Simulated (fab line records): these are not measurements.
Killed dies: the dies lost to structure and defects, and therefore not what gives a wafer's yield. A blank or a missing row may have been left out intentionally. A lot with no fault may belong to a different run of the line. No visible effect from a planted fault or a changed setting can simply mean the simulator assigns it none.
fab line records + flow n5-finfet
record:
- lots: 5
- wafers: 15
- last-day: 19
route steps=1938 shown BEOL_M1@758 BEOL_M4@1111
lots untouched by any fault: they come from a run of this same line in which no faults occurred
start-h: hours from the record's opening day to when the first of the lot's shown wafers began + wait-h: hours since the lot's step before + " same as the row above + L1.1+2: several wafers, shown together as one row + - either no value or no given start + * or withheld: withheld + < > ~ a bound
route shown NAME@n: a module of which the file shows steps, and the number in the route of the first + usual: mean/standard deviation of fault-free wafers + same: alike in all rows + chamber/n: place in a boat + sites: the reading at each site + _std_site: the values' standard deviation + _edge_site: the outer-site mean with the inner-site mean subtracted + radius-mm: for every site, how far away it sits from the centre of the wafer + mask NAME#n: copy n + behind: the tool/chamber that last shaped the wafer + hold: what put the lot on hold/how long, in hours/how the hold closed + device: which transistor (n, p or np) failed to switch + end of line: the same wafers' tests at the end of the route + for a step that has no rows: nothing shown but its recipe + killed: not the wafer's yield, but the dies lost to structure and defects at the first sort + map: a wafer's dies, x killed, . not, _ none there
set.NAME: the setting that was run; set.NAME@STEP: the one run at that earlier step + model.NAME: the simulator's own value behind a step, which no gauge read
lots at selected steps of the route; one table per step, one row per wafer
services: a tool's chamber out of use, with start hour (start-h, from the record's first day; less than 0 if before it), hours out, and reason
== steps ==
step: N5_BEOL_M1_COAT_05
recipe:
- resist: CAR-EUV
- spin-rpm: 1500
- resist-thk-nm: 30
step: N5_BEOL_M1_EBR_07
recipe:
- solvent: PGMEA
- ebr-width-mm: 1.5
step: N5_BEOL_M1_SOFTBAKE_06
recipe:
- temp-c: 110
- time-s: 60
- resist: CAR-EUV
step: N5_BEOL_M1_EXPOSE_08
recipe:
- mask-id: M1
- na: 0.33
- source-shape: dipole
- sigma-inner: 0.369
- sigma-outer: 0.767
- polarization: unpolarized
- dose-mj: 33
step: N5_BEOL_M1_PEB_09
recipe:
- peb-temp-c: 100
- peb-time-s: 60
- resist: CAR-EUV
step: N5_BEOL_M1_DEVELOP_10
recipe:
- develop-time-s: 30
- developer: TMAH
- resist: CAR-EUV
- rinse-liquid: surfactant-rinse
- dry: air-spin
- dev-temp-c: 23
step: N5_BEOL_M1_CD_MEAS_11
recipe:
- target-cd-nm: 17.05
- landing-energy-ev: 500
- detector: se-inlens
- polarity: opening
usual:
- cd-nm: 17.16/0.22
| lot.wafer | tool      | chamber | start-h | wait-h | cd-nm |
|-----------|-----------|---------|---------|--------|-------|
| L536.1    | cd-sem-02 | 0       | 145.80  | -      | 16.89 |
| L536.4    | "         | 0       | "       | "      | 16.85 |
| L536.5    | "         | 0       | "       | "      | 17.07 |
| L543.2    | cd-sem-01 | 0       | 199.69  | -      | 17.32 |
| L543.3    | "         | 0       | "       | "      | 16.78 |
| L543.5    | "         | 0       | "       | "      | 17.23 |
| L547.1    | cd-sem-03 | 0       | 212.97  | -      | 17.06 |
| L547.4    | "         | 0       | "       | "      | 16.70 |
| L547.6    | "         | 0       | "       | "      | 17.10 |
| L548.1    | cd-sem-03 | 0       | 217.17  | -      | 17.40 |
| L548.3    | "         | 0       | "       | "      | 16.85 |
| L548.5    | "         | 0       | "       | "      | 17.31 |
| L551.1    | cd-sem-02 | 0       | 235.81  | -      | 17.00 |
| L551.3    | "         | 0       | "       | "      | 17.22 |
| L551.5    | "         | 0       | "       | "      | 17.25 |
step: N5_BEOL_M1_OVL_MEAS_12
recipe:
- points-per-wafer: 522
usual:
- M1_OVL: -0.2/0.76
| lot.wafer | tool       | chamber | start-h | wait-h | M1_OVL[nm] |
|-----------|------------|---------|---------|--------|------------|
| L536.1    | overlay-01 | 0       | 145.83  | 0.0    | 0.1        |
| L536.4    | "          | 0       | "       | "      | -0.2       |
| L536.5    | "          | 0       | "       | "      | -0.4       |
| L543.2    | overlay-01 | 0       | 199.73  | 0.0    | 0.0        |
| L543.3    | "          | 0       | "       | "      | -0.5       |
| L543.5    | "          | 0       | "       | "      | -1.2       |
| L547.1    | overlay-01 | 0       | 213.00  | 0.0    | -0.2       |
| L547.4    | "          | 0       | "       | "      | -0.6       |
| L547.6    | "          | 0       | "       | "      | -1.2       |
| L548.1    | overlay-01 | 0       | 217.20  | 0.0    | -0.7       |
| L548.3    | "          | 0       | "       | "      | -1.0       |
| L548.5    | "          | 0       | "       | "      | -1.3       |
| L551.1    | overlay-01 | 0       | 235.84  | 0.0    | 0.2        |
| L551.3    | "          | 0       | "       | "      | 0.9        |
| L551.5    | "          | 0       | "       | "      | 0.2        |
step: N5_BEOL_M1_INSPECT_13
recipe:
- mode: adi
- inspect-instrument: brightfield
usual:
- raw-defect-count: 402/81
| lot.wafer | tool              | chamber | start-h | wait-h | raw-defect-count |
|-----------|-------------------|---------|---------|--------|------------------|
| L536.1    | defect-inspect-02 | -       | 145.89  | 0.1    | 374              |
| L536.4    | "                 | -       | "       | "      | 313              |
| L536.5    | "                 | -       | "       | "      | 288              |
| L543.2    | defect-inspect-02 | -       | 199.78  | 0.0    | 368              |
| L543.3    | "                 | -       | "       | "      | 375              |
| L543.5    | "                 | -       | "       | "      | 379              |
| L547.1    | defect-inspect-02 | -       | 213.06  | 0.1    | 326              |
| L547.4    | "                 | -       | "       | "      | 550              |
| L547.6    | "                 | -       | "       | "      | 372              |
| L548.1    | defect-inspect-01 | -       | 217.26  | 0.1    | 506              |
| L548.3    | "                 | -       | "       | "      | 346              |
| L548.5    | "                 | -       | "       | "      | 332              |
| L551.1    | defect-inspect-02 | -       | 235.90  | 0.1    | 355              |
| L551.3    | "                 | -       | "       | "      | 347              |
| L551.5    | "                 | -       | "       | "      | 389              |
step: N5_BEOL_M1_DESCUM_16
recipe:
- chemistry: O2
- time-s: 7
- source-power-w: 50
- bias-power-w: 20
- pressure-mtorr: 20
- rf-frequency-hz: 2.712e+07
- temp-c: 40
- resist: CAR-EUV
- o2-flow-sccm: 225
usual:
- drypump-motor-current-A: 5.5/0.36
- oes-product-au: 0.75/0.075
- rf-vpp-V: 242.6/1.4
- showerhead-plenum-p-Torr: 2.06/0.066
- temp-c: 40.01/0.11
- throttle-valve-pct: 20.47/0.24
same:
- time-s: 7
| lot.wafer | tool        | chamber | start-h | wait-h | drypump-motor-current-A | oes-product-au | rf-hours-counter-h | rf-vpp-V | showerhead-plenum-p-Torr | temp-c | throttle-valve-pct |
|-----------|-------------|---------|---------|--------|-------------------------|----------------|--------------------|----------|--------------------------|--------|--------------------|
| L536.1    | rie-diel-02 | 0       | 146.33  | 0.4    | 5.4                     | 0.71           | 243                | 245.6    | 2.14                     | 40.07  | 20.55              |
| L536.4    | "           | 1       | "       | "      | 6.0                     | 0.72           | 173                | 240.6    | 1.98                     | 40.07  | 20.07              |
| L536.5    | "           | 0       | "       | "      | 5.5                     | 0.70           | -                  | 242.5    | 2.14                     | 39.93  | 20.54              |
| L543.2    | rie-diel-04 | 0       | 199.81  | 0.0    | 5.8                     | 0.94           | 20                 | 242.2    | 2.07                     | 40.04  | 20.30              |
| L543.3    | "           | 1       | "       | "      | 6.3                     | 0.70           | 234                | 242.7    | 1.98                     | 39.80  | 20.58              |
| L543.5    | "           | 2       | "       | "      | 5.2                     | 0.73           | -                  | 244.4    | 2.19                     | 40.08  | 20.53              |
| L547.1    | rie-diel-04 | 1       | 213.71  | 0.7    | 6.3                     | 0.69           | 239                | 241.8    | 1.98                     | 40.00  | 20.60              |
| L547.4    | "           | 3       | "       | "      | 5.6                     | 0.67           | 239                | 242.8    | 2.06                     | 40.01  | 20.61              |
| L547.6    | "           | 0       | "       | "      | 5.8                     | 0.92           | -                  | 241.9    | 2.07                     | 40.07  | 20.28              |
| L548.1    | rie-diel-02 | 3       | 217.39  | 0.1    | 5.7                     | 0.71           | 233                | 242.8    | 2.06                     | 39.92  | 20.74              |
| L548.3    | "           | 1       | "       | "      | 6.0                     | 0.70           | 196                | 242.8    | 1.98                     | 39.84  | 20.08              |
| L548.5    | "           | 1       | "       | "      | 6.0                     | 0.70           | -                  | 241.3    | 1.98                     | 39.95  | 20.10              |
| L551.1    | rie-diel-06 | 0       | 235.98  | 0.1    | 4.9                     | 0.85           | 39                 | 243.0    | 2.06                     | 40.01  | 20.29              |
| L551.3    | "           | 1       | "       | "      | 5.7                     | 0.72           | 212                | 240.0    | 1.99                     | 40.18  | 20.34              |
| L551.5    | "           | 3       | "       | "      | 5.3                     | 0.72           | -                  | 241.2    | 2.02                     | 39.96  | 20.96              |
step: N5_BEOL_M1_ETCH_74
recipe:
- chemistry: N2/H2
- target: underlayer
- target-depth-a: 65
- mask-material: CAR-EUV
- time-s: 5.2
- ion-energy-ev: 200
- pressure-mtorr: 30
- source-w: 840
- bias-w: 150
- n2-flow-sccm: 200
- h2-flow-sccm: 200
- ends: cleared
usual:
- bias-w: 150.0/0.41
- drypump-motor-current-A: 5.5/0.36
- etch-rf-on-time-s: 5.23/0.15
- oes-product-au: 0.64/0.061
- rf-vpp-V: 522.7/2.5
- showerhead-plenum-p-Torr: 2.50/0.082
- throttle-valve-pct: 17.90/0.23
| lot.wafer | tool        | chamber | start-h | wait-h | bias-w | drypump-motor-current-A | etch-rf-on-time-s | oes-product-au | rf-hours-counter-h | rf-vpp-V | showerhead-plenum-p-Torr | throttle-valve-pct |
|-----------|-------------|---------|---------|--------|--------|-------------------------|-------------------|----------------|--------------------|----------|--------------------------|--------------------|
| L536.1    | rie-diel-02 | 0       | 146.36  | 0.0    | 150.4  | 5.5                     | 5.44              | 0.59           | 243                | 524.9    | 2.60                     | 18.04              |
| L536.4    | "           | 1       | "       | "      | 150.8  | 6.0                     | 5.42              | 0.61           | 173                | 521.7    | 2.44                     | 17.62              |
| L536.5    | "           | 0       | "       | "      | 149.4  | 5.4                     | 5.47              | 0.60           | -                  | 526.2    | 2.60                     | 18.03              |
| L543.2    | rie-diel-04 | 0       | 199.85  | 0.0    | 149.8  | 5.8                     | 5.09              | 0.81           | 20                 | 522.6    | 2.50                     | 17.60              |
| L543.3    | "           | 1       | "       | "      | 150.1  | 6.2                     | 5.12              | 0.60           | 234                | 520.9    | 2.41                     | 18.18              |
| L543.5    | "           | 2       | "       | "      | 150.4  | 5.3                     | 5.43              | 0.62           | -                  | 527.5    | 2.66                     | 18.12              |
| L547.1    | rie-diel-04 | 1       | 213.75  | 0.0    | 150.0  | 6.3                     | 5.10              | 0.59           | 239                | 521.3    | 2.41                     | 18.19              |
| L547.4    | "           | 3       | "       | "      | 149.8  | 5.7                     | 5.03              | 0.57           | 239                | 521.4    | 2.51                     | 18.11              |
| L547.6    | "           | 0       | "       | "      | 150.5  | 5.8                     | 5.13              | 0.79           | -                  | 522.7    | 2.50                     | 17.61              |
| L548.1    | rie-diel-02 | 3       | 217.43  | 0.0    | 149.5  | 5.7                     | 5.27              | 0.60           | 233                | 522.8    | 2.50                     | 18.20              |
| L548.3    | "           | 1       | "       | "      | 149.7  | 6.0                     | 5.50              | 0.58           | 196                | 520.3    | 2.43                     | 17.68              |
| L548.5    | "           | 1       | "       | "      | 149.8  | 6.0                     | 5.48              | 0.59           | -                  | 521.0    | 2.43                     | 17.67              |
| L551.1    | rie-diel-06 | 0       | 236.01  | 0.0    | 149.8  | 4.9                     | 5.36              | 0.71           | 39                 | 520.7    | 2.49                     | 17.61              |
| L551.3    | "           | 1       | "       | "      | 150.2  | 5.6                     | 5.04              | 0.63           | 212                | 520.5    | 2.40                     | 17.69              |
| L551.5    | "           | 3       | "       | "      | 150.0  | 5.4                     | 5.23              | 0.62           | -                  | 518.1    | 2.43                     | 18.15              |
step: N5_BEOL_M1_ETCH_63
recipe:
- chemistry: CF4
- target: SiARC
- target-depth-a: 156
- mask-material: CAR-EUV
- time-s: 26
- ion-energy-ev: 80
- pressure-mtorr: 40
- source-w: 545
- bias-w: 36
- Ar_flow_sccm: 100
- cf4-flow-sccm: 100
- ends: cleared
usual:
- bias-w: 36.02/0.12
- drypump-motor-current-A: 5.5/0.36
- etch-rf-on-time-s: 26.2/0.78
- oes-product-au: 0.64/0.061
- rf-vpp-V: 183.6/1.2
- showerhead-plenum-p-Torr: 2.10/0.061
- throttle-valve-pct: 15.63/0.23
| lot.wafer | tool        | chamber | start-h | wait-h | bias-w | drypump-motor-current-A | etch-rf-on-time-s | oes-product-au | rf-hours-counter-h | rf-vpp-V | showerhead-plenum-p-Torr | throttle-valve-pct |
|-----------|-------------|---------|---------|--------|--------|-------------------------|-------------------|----------------|--------------------|----------|--------------------------|--------------------|
| L536.1    | rie-diel-02 | 0       | 146.38  | 0.0    | 35.99  | 5.4                     | 27.4              | 0.59           | 243                | 184.2    | 2.19                     | 15.85              |
| L536.4    | "           | 1       | "       | "      | 35.72  | 6.0                     | 27.3              | 0.60           | 173                | 183.3    | 2.05                     | 15.33              |
| L536.5    | "           | 0       | "       | "      | 35.75  | 5.4                     | 27.5              | 0.58           | -                  | 187.0    | 2.19                     | 15.86              |
| L543.2    | rie-diel-04 | 0       | 199.86  | 0.0    | 35.98  | 5.8                     | 25.1              | 0.80           | 20                 | 183.6    | 2.11                     | 15.28              |
| L543.3    | "           | 1       | "       | "      | 36.25  | 6.3                     | 25.5              | 0.59           | 234                | 181.8    | 2.03                     | 15.82              |
| L543.5    | "           | 2       | "       | "      | 35.89  | 5.2                     | 26.8              | 0.62           | -                  | 186.9    | 2.22                     | 15.68              |
| L547.1    | rie-diel-04 | 1       | 213.76  | 0.0    | 36.16  | 6.2                     | 25.5              | 0.60           | 239                | 183.1    | 2.03                     | 15.82              |
| L547.4    | "           | 3       | "       | "      | 36.19  | 5.6                     | 24.7              | 0.59           | 239                | 183.9    | 2.10                     | 15.78              |
| L547.6    | "           | 0       | "       | "      | 35.81  | 5.8                     | 25.3              | 0.79           | -                  | 183.1    | 2.10                     | 15.27              |
| L548.1    | rie-diel-02 | 3       | 217.44  | 0.0    | 36.09  | 5.7                     | 26.1              | 0.60           | 233                | 182.7    | 2.10                     | 15.89              |
| L548.3    | "           | 1       | "       | "      | 35.87  | 6.0                     | 27.2              | 0.59           | 196                | 181.3    | 2.04                     | 15.39              |
| L548.5    | "           | 1       | "       | "      | 35.94  | 6.1                     | 27.2              | 0.59           | -                  | 183.2    | 2.04                     | 15.39              |
| L551.1    | rie-diel-06 | 0       | 236.03  | 0.0    | 36.04  | 4.9                     | 26.7              | 0.72           | 39                 | 183.3    | 2.09                     | 15.28              |
| L551.3    | "           | 1       | "       | "      | 35.96  | 5.6                     | 24.8              | 0.63           | 212                | 181.0    | 2.05                     | 15.62              |
| L551.5    | "           | 3       | "       | "      | 36.18  | 5.4                     | 26.0              | 0.62           | -                  | 181.8    | 2.04                     | 15.94              |
step: N5_BEOL_M1_ETCH_64
recipe:
- chemistry: N2/H2
- target: SOC
- target-depth-a: 750
- overetch-a: 150
- mask-material: SiARC
- temp-c: 40
- time-s: 112.5
- ion-energy-ev: 200
- pressure-mtorr: 30
- source-w: 840
- bias-w: 150
- n2-flow-sccm: 200
- h2-flow-sccm: 200
usual:
- bias-w: 150.0/0.47
- drypump-motor-current-A: 5.5/0.36
- oes-product-au: 0.59/0.055
- rf-vpp-V: 522.7/2.3
- showerhead-plenum-p-Torr: 2.50/0.082
- temp-c: 39.99/0.12
- throttle-valve-pct: 17.86/0.23
same:
- time-s: 112.5
| lot.wafer | tool        | chamber | start-h | wait-h | bias-w | drypump-motor-current-A | oes-product-au | rf-hours-counter-h | rf-vpp-V | showerhead-plenum-p-Torr | temp-c | throttle-valve-pct | model.SiARC_of_BEOL_M1_COAT_62.thk-nm |
|-----------|-------------|---------|---------|--------|--------|-------------------------|----------------|--------------------|----------|--------------------------|--------|--------------------|---------------------------------------|
| L536.1    | rie-diel-02 | 0       | 146.41  | 0.0    | 149.7  | 5.4                     | 0.57           | 243                | 525.1    | 2.60                     | 39.94  | 18.01              | 7                                     |
| L536.4    | "           | 1       | "       | "      | 149.1  | 6.0                     | 0.57           | 173                | 520.9    | 2.43                     | 39.99  | 17.61              | 7                                     |
| L536.5    | "           | 0       | "       | "      | 149.9  | 5.4                     | 0.56           | -                  | 527.0    | 2.60                     | 40.03  | 18.01              | 7                                     |
| L543.2    | rie-diel-04 | 0       | 199.89  | 0.0    | 149.6  | 5.8                     | 0.73           | 20                 | 520.4    | 2.50                     | 39.96  | 17.54              | 6.8                                   |
| L543.3    | "           | 1       | "       | "      | 149.8  | 6.2                     | 0.55           | 234                | 520.1    | 2.41                     | 40.01  | 18.12              | 6.8                                   |
| L543.5    | "           | 2       | "       | "      | 149.2  | 5.3                     | 0.58           | -                  | 527.6    | 2.66                     | 39.79  | 18.07              | 7                                     |
| L547.1    | rie-diel-04 | 1       | 213.79  | 0.0    | 149.9  | 6.3                     | 0.54           | 239                | 520.6    | 2.41                     | 40.09  | 18.13              | 6.8                                   |
| L547.4    | "           | 3       | "       | "      | 150.1  | 5.6                     | 0.54           | 239                | 522.3    | 2.51                     | 39.82  | 18.07              | 6.8                                   |
| L547.6    | "           | 0       | "       | "      | 165.3  | 5.7                     | 0.73           | -                  | 557.8    | 2.50                     | 39.78  | 17.55              | 6.2                                   |
| L548.1    | rie-diel-02 | 3       | 217.47  | 0.0    | 149.5  | 5.7                     | 0.56           | 233                | 523.8    | 2.50                     | 39.78  | 18.19              | 7                                     |
| L548.3    | "           | 1       | "       | "      | 150.0  | 6.1                     | 0.57           | 196                | 518.6    | 2.43                     | 40.13  | 17.65              | 7                                     |
| L548.5    | "           | 1       | "       | "      | 149.9  | 6.0                     | 0.56           | -                  | 521.0    | 2.43                     | 40.07  | 17.63              | 7                                     |
| L551.1    | rie-diel-06 | 0       | 236.06  | 0.0    | 150.3  | 4.9                     | 0.67           | 39                 | 521.7    | 2.49                     | 39.93  | 17.57              | 6.8                                   |
| L551.3    | "           | 1       | "       | "      | 150.0  | 5.7                     | 0.57           | 212                | 520.6    | 2.40                     | 40.23  | 17.64              | 6.4                                   |
| L551.5    | "           | 3       | "       | "      | 149.6  | 5.3                     | 0.58           | -                  | 521.1    | 2.43                     | 39.87  | 18.11              | 6.6                                   |
step: N5_BEOL_M1_STRIP_65
recipe:
- chemistry: N2/H2
- temp-c: 40
- n2-flow-sccm: 200
- h2-flow-sccm: 200
- rf-frequency-hz: 6e+07
step: N5_BEOL_M4_RC_MEAS_101
usual:
- DIBL_N: 36.0/1.7
- DIBL_P: 36.2/1.9
- IOFF_N: 0.154/0.028
- IOFF_P: 0.21/0.036
- ION_N: 675/11
- ION_P: 463/8.3
- SS_N: 71.4/0.63
- SS_P: 73.2/0.55
- VT_N: 250.2/3
- VT_P: -251/3.7
| lot.wafer | tool      | chamber | start-h | wait-h | DIBL_N[mV/V] | DIBL_P[mV/V] | IOFF_N[nA/um] | IOFF_P[nA/um] | ION_N[uA/um] | ION_P[uA/um] | SS_N[mV/dec] | SS_P[mV/dec] | VT_N[mV] | VT_P[mV] |
|-----------|-----------|---------|---------|--------|--------------|--------------|---------------|---------------|--------------|--------------|--------------|--------------|----------|----------|
| L536.1    | prober-02 | 0       | 239.53  | 0.0    | 34.3         | 34.7         | 0.126         | 0.17          | 675          | 459          | 70.9         | 72.1         | 249.3    | -251     |
| L536.4    | "         | 0       | "       | "      | 35.3         | 36.5         | 0.142         | 0.19          | 677          | 465          | 71.6         | 72.9         | 251.4    | -249     |
| L536.5    | "         | 0       | "       | "      | 37.2         | 37.9         | 0.172         | 0.22          | 687          | 475          | 71.5         | 73.1         | 247.1    | -249     |
| L543.2    | prober-01 | 0       | 297.67  | 0.2    | 35.7         | 35.4         | 0.148         | 0.16          | 674          | 451          | 70.8         | 73.4         | 249.5    | -256     |
| L543.3    | "         | 0       | "       | "      | 34.3         | 34.2         | 0.130         | 0.15          | 663          | 448          | 70.7         | 73.3         | 250.6    | -256     |
| L543.5    | "         | 0       | "       | "      | 36.5         | 36.8         | 0.164         | 0.18          | 686          | 462          | 71.8         | 73.0         | 251.3    | -256     |
| L547.1    | prober-02 | 0       | 309.89  | 0.0    | 38.5         | 38.5         | 0.199         | 0.30          | 691          | 477          | 71.6         | 74.1         | 245.0    | -244     |
| L547.4    | "         | 0       | "       | "      | 38.5         | 38.3         | 0.193         | 0.28          | 682          | 476          | 72.0         | 73.6         | 244.9    | -244     |
| L547.6    | "         | 0       | "       | "      | 36.8         | 36.4         | 0.144         | 0.25          | 672          | 472          | 70.6         | 73.4         | 249.5    | -246     |
| L548.1    | prober-01 | 0       | 315.85  | 0.0    | 35.0         | 34.9         | 0.141         | 0.18          | 681          | 463          | 70.7         | 73.4         | 251.4    | -255     |
| L548.3    | "         | 0       | "       | "      | 33.4         | 31.6         | 0.113         | 0.13          | 654          | 447          | 70.8         | 72.5         | 255.1    | -259     |
| L548.5    | "         | 0       | "       | "      | 34.1         | 33.8         | 0.128         | 0.16          | 668          | 450          | 71.2         | 73.2         | 254.9    | -257     |
| L551.1    | prober-01 | 0       | 339.84  | 0.0    | 37.6         | 37.2         | 0.167         | 0.23          | 667          | 467          | 71.5         | 73.9         | 250.3    | -249     |
| L551.3    | "         | 0       | "       | "      | 35.0         | 34.2         | 0.129         | 0.19          | 669          | 456          | 70.8         | 72.8         | 252.8    | -248     |
| L551.5    | "         | 0       | "       | "      | 35.9         | 36.0         | 0.144         | 0.21          | 660          | 460          | 71.6         | 73.5         | 253.2    | -248     |
== services ==
| tool        | chamber | start-h | hours | kind                          |
|-------------|---------|---------|-------|-------------------------------|
| rie-diel-02 | 1       | 154.13  | 5.4   | repair                        |
| rie-diel-02 | 0       | 165.92  | -     | clean                         |
| rie-diel-02 | 0       | 165.92  | -     | consumable-replace:focus-ring |
| rie-diel-02 | 0       | 165.92  | 16.7  | scheduled-down                |
| rie-diel-02 | 0       | 165.92  | 16.7  | vent-cycle                    |
| rie-diel-04 | 3       | 167.41  | 8.7   | repair                        |
| rie-diel-02 | -       | 179.40  | 1.0   | repair                        |
| rie-diel-06 | 2       | 189.08  | 10.0  | repair                        |
| rie-diel-06 | -       | 200.13  | 14.6  | pm                            |
| rie-diel-06 | 2       | 226.76  | 7.4   | repair                        |
| rie-diel-02 | 2       | 234.77  | -     | clean                         |
| rie-diel-02 | 2       | 234.77  | -     | consumable-replace:focus-ring |
| rie-diel-02 | 2       | 234.77  | 18.5  | scheduled-down                |
| rie-diel-02 | 2       | 234.77  | 18.5  | vent-cycle                    |
== key ==
first-sign:
- step: N5_BEOL_M1_ETCH_64
- reading: bias-w
- direction: up
- sigmas: 32
- usual: *
- struck: *
effect:
- step: N5_BEOL_M1_ETCH_64
- reading: rf-vpp-V
- direction: up
- sigmas: 15
- usual: 522.7
- struck: 557.8
model-effect:
- step: N5_BEOL_M1_ETCH_64
- value: SiARC_of_BEOL_M1_COAT_62.thk-nm
- without: 6.8
- struck: 6.2
met-at N5_BEOL_M1_ETCH_64
struck-wafers L547.6
onset-between 199.89 213.79
fault:
- kind: process-parameter-drift
- tool: rie-diel-04
- chamber: 0
- onset-h: 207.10
- steps: N5_BEOL_M1_ETCH_64
- channel: bias-w
- offset: *
- shape: step
- end-h: 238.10
- acts-in: *
- stated: *
